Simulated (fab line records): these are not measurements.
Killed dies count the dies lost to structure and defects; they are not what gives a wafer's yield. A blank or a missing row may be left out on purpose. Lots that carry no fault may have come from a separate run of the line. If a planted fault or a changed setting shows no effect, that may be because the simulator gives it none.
Matching of chambers | flow n5_finfet | 4 sister chambers for N5_BEOL_M9_ETCH_65 on rie_diel-06
The step etches SiARC in CF4, target depth 15.6 nm, time 26 s. 20 wafers are shown with their chamber, then 10 later ones without.

## EACH WAFER AND ITS CHAMBER
wafer  | chamber | showerhead_plenum_p_Torr (Torr) | drypump_motor_current_A (A) | etch_rf_on_time_s (s)
L076.2 | 2       | 2.27                            | 4.8                         | 25.0
L076.3 | 1       | 1.98                            | 5.5                         | 25.6
L076.5 | 3       | 2.10                            | 6.1                         | 25.1
L077.3 | 0       | 2.20                            | 5.6                         | 26.3
L077.5 | 0       | 2.20                            | 5.6                         | 26.3
L077.6 | 1       | 1.98                            | 5.6                         | 25.8
L078.2 | 2       | 2.27                            | 4.8                         | 25.1
L078.4 | 1       | 1.98                            | 5.5                         | 26.0
L078.6 | 0       | 2.20                            | 5.6                         | 26.6
L079.2 | 3       | 2.10                            | 6.2                         | 25.2
L079.3 | 0       | 2.19                            | 5.6                         | 26.5
L079.6 | 3       | 2.10                            | 6.2                         | 24.8
L084.1 | 3       | 2.10                            | 6.1                         | 25.0
L084.2 | 2       | 2.27                            | 4.8                         | 25.4
L084.4 | 1       | 1.98                            | 5.5                         | 25.6
L085.2 | 1       | 1.98                            | 5.5                         | 25.7
L085.3 | 3       | 2.10                            | 6.2                         | 25.2
L085.5 | 3       | 2.10                            | 6.2                         | 25.3
L087.1 | 3       | 2.09                            | 6.1                         | 24.9
L087.4 | 0       | 2.19                            | 5.6                         | 26.6

SIGNATURES, as means of the wafers listed above
reading                  | chamber 0 | chamber 1 | chamber 2 | chamber 3 | scatter within a chamber
showerhead_plenum_p_Torr | 2.1960    | 1.9800    | 2.2700    | 2.0986    | 0.00359
drypump_motor_current_A  | 5.600     | 5.520     | 4.800     | 6.157     | 0.0396
etch_rf_on_time_s        | 26.460    | 25.740    | 25.167    | 25.071    | 0.174
Rule: for a wafer and a chamber, the distance is found by dividing, reading by reading, the gap between the wafer's reading and the chamber's mean by the reading's scatter, squaring, summing and taking the root. If the next closest chamber is less than 2 further off than the closest, the wafer can't be placed; otherwise it belongs to the closest. The scatter is the square root of a quotient: the sum, over the shown wafers, of each reading's squared deviation from its chamber's mean, divided by wafers minus chambers.

## WAFERS WITHOUT THEIR CHAMBER
wafer  | showerhead_plenum_p_Torr (Torr) | drypump_motor_current_A (A) | etch_rf_on_time_s (s)
L087.5 | 2.09                            | 6.2                         | 24.8
L088.2 | 2.26                            | 4.8                         | 25.4
L088.5 | 2.26                            | 4.8                         | 25.4
L088.6 | 1.98                            | 5.5                         | 25.9
L091.1 | 1.98                            | 5.5                         | 25.7
L091.3 | 2.26                            | 4.8                         | 25.5
L091.5 | 2.09                            | 6.2                         | 25.4
L096.2 | 2.18                            | 5.6                         | 26.7
L096.3 | 1.97                            | 5.5                         | 26.1
L096.5 | 2.09                            | 6.2                         | 25.0

## THE CHAMBER EACH PASSED THROUGH
wafer  | from the rows above | in truth
L087.5 | 3                   | 3
L088.2 | 2                   | 2
L088.5 | 2                   | 2
L088.6 | 1                   | 1
L091.1 | 1                   | 1
L091.3 | 2                   | 2
L091.5 | 3                   | 3
L096.2 | 0                   | 0
L096.3 | 1                   | 1
L096.5 | 3                   | 3
Correct placement for 10 of the 10. Left unplaced by these rows: 0. Number placed wrongly: 0.
